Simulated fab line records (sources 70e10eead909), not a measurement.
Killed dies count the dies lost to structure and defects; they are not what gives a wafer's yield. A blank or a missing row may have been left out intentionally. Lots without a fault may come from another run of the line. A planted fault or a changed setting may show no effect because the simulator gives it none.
Comparing a struck lot with a sound one    flow nandHarc    16 out of 1159 route steps
Sound: wafers L482.2, L482.4, L482.6. Wafers struck: L493.1, L493.3, L493.4. At the end, the cause is stated.
Per side, at each step with rows, come the tool, then ch with its chambers, and then its first start. Under that, the readings that differ: sound wafers    struck wafers    difference of the means    sigmas: that difference in standard deviations of wafers without a fault.
alike: readings whose means differ by less than 2 such deviations, and words and numbers that are the same on both sides. not compared: withheld readings, readings that some wafer has no value for, bounds like >300 that may hide the same value, and numbers for which the record gives no deviation and whose values overlap.
The two part at a step that has a row with sigmas, a row that says differs or no value, or rows on one side only. Numbers that have no deviation but don't overlap get no sigmas and don't part them. Lack of a reading on every wafer of one side parts them only where that side has two or more wafers.

first, 1 step without rows for these wafers: NHARC_P_ZERO_WELL_HARDBAKE_25 (time 80 s).
NHARC_P_ZERO_WELL_DESCUM_26: chemistry O2, time 3 s.
  sound on rieDiel-08 ch 0,2, day 2 08:46; struck on rieDiel-10 ch 0,1,2, day 5 02:46
reading     sound           struck          difference  sigmas
rfVppV (V)  60.1 60.0 58.8  58.3 57.8 57.5  -1.8        -2
  alike: drypumpMotorCurrentA, o2FlowSccm, oesProductAu, showerheadPlenumPTorr, throttleValvePct
  not compared: rfHoursCounterH
then, 10 steps without rows for these wafers: NHARC_P_ZERO_WELL_IMPLANT_27; NHARC_P_ZERO_WELL_IMPLANT_57; NHARC_P_ZERO_WELL_IMPLANT_58; NHARC_P_ZERO_WELL_STRIP_28 (strips in SPM, time 840 s); NHARC_P_ZERO_WELL_DEHYDRATE_29 (time 120 s); NHARC_P_ZERO_WELL_HMDS_30 (time 30 s); NHARC_P_ZERO_WELL_COAT_31; NHARC_P_ZERO_WELL_SOFTBAKE_32 (time 95 s); NHARC_P_ZERO_WELL_EBR_33; NHARC_P_ZERO_WELL_EXPOSE_34 (exposes mask P PWELL, target cd 720 nm).
NHARC_P_ZERO_WELL_PEB_35: peb time 85 s.
  sound on lithoTrack-05 ch 0, day 2 10:02; struck on lithoTrack-05 ch 0, day 5 04:09
reading                sound                 struck                difference  sigmas
heaterPowerTotalW (W)  163.82 163.72 164.06  150.65 150.70 150.35  -13.30      -51
plateTempC (C)         118.06 118.16 118.06  110.67 110.64 110.79  -7.39       -49
then, 1 step without rows for these wafers: NHARC_P_ZERO_WELL_DEVELOP_36 (time 70 s).
NHARC_P_ZERO_WELL_CD_MEAS_37: the cd target is 720 nm.
  sound on cdSem-01 ch 0, day 2 10:07; struck on cdSem-02 ch 0
reading    sound              struck             difference  sigmas
cdNm (nm)  722.9 717.0 716.2  701.7 704.4 704.6  -15.1       -7
  not compared: hold
then, 1 step without rows for these wafers: NHARC_END_SORT_01.

== WHERE THEY PART ==
Last at NHARC_P_ZERO_WELL_CD_MEAS_37 as far as this record goes, first at NHARC_P_ZERO_WELL_DESCUM_26.

WHY: whatever the simulator had introduced
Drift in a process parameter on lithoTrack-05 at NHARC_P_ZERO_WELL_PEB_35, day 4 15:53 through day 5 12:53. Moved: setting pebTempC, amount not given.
